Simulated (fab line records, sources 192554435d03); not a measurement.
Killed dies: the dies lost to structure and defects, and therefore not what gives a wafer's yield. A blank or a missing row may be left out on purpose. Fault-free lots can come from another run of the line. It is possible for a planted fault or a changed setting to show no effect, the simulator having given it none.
Matching of chambers ; flow n5 finfet ; N5_BEOL_M1_VIA_ETCH_34 on rie diel-03: 4 sister chambers
The step etches the open film in C4F6/O2, target depth 67.8 nm, time 64.4 s. 4 wafers are shown with their chamber, then 10 later ones without.

== WAFERS WITH THEIR CHAMBER ==
wafer;chamber;drypump motor current A (A)
L083.5;2;4.8
L087.6;0;5.5
L095.1;3;5.4
L095.2;1;5.4

== WAFERS WITH NO CHAMBER GIVEN ==
wafer;drypump motor current A (A)
L095.3;4.8
L095.4;5.5
L095.5;5.3
L095.6;5.6
L096.2;4.9
L096.4;5.4
L096.6;4.9
L097.3;5.3
L097.4;5.5
L097.5;4.8

== WHICH CHAMBER EACH ONE RAN IN ==
wafer;from the rows above;in truth
L095.3;2;2
L095.4;can't be placed: 0 or 1 or 3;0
L095.5;can't be placed: 1 or 3 or 0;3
L095.6;can't be placed: 0 or 1 or 3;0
L096.2;2;2
L096.4;can't be placed: 1 or 3 or 0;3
L096.6;2;2
L097.3;can't be placed: 1 or 3 or 0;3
L097.4;can't be placed: 0 or 1 or 3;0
L097.5;2;2
Placed correctly: 4 of 10. Unplaceable from these rows: 6, with the true chamber sitting among the candidates in 6. Number placed wrongly: 0.
How it was worked out, from the rows above alone: a wafer's distance from a chamber is the root of the sum, over the readings, of the square of ((its reading less the chamber's mean) divided by the reading's scatter). The wafer belongs to the nearest chamber; if the next one is less than 2 further off, it can't be placed. For every chamber, the mean is computed from those of its wafers that are shown. The scatter: with one shown wafer a chamber, the root of the mean of the squares of how far each hidden wafer lies from its nearest shown one.
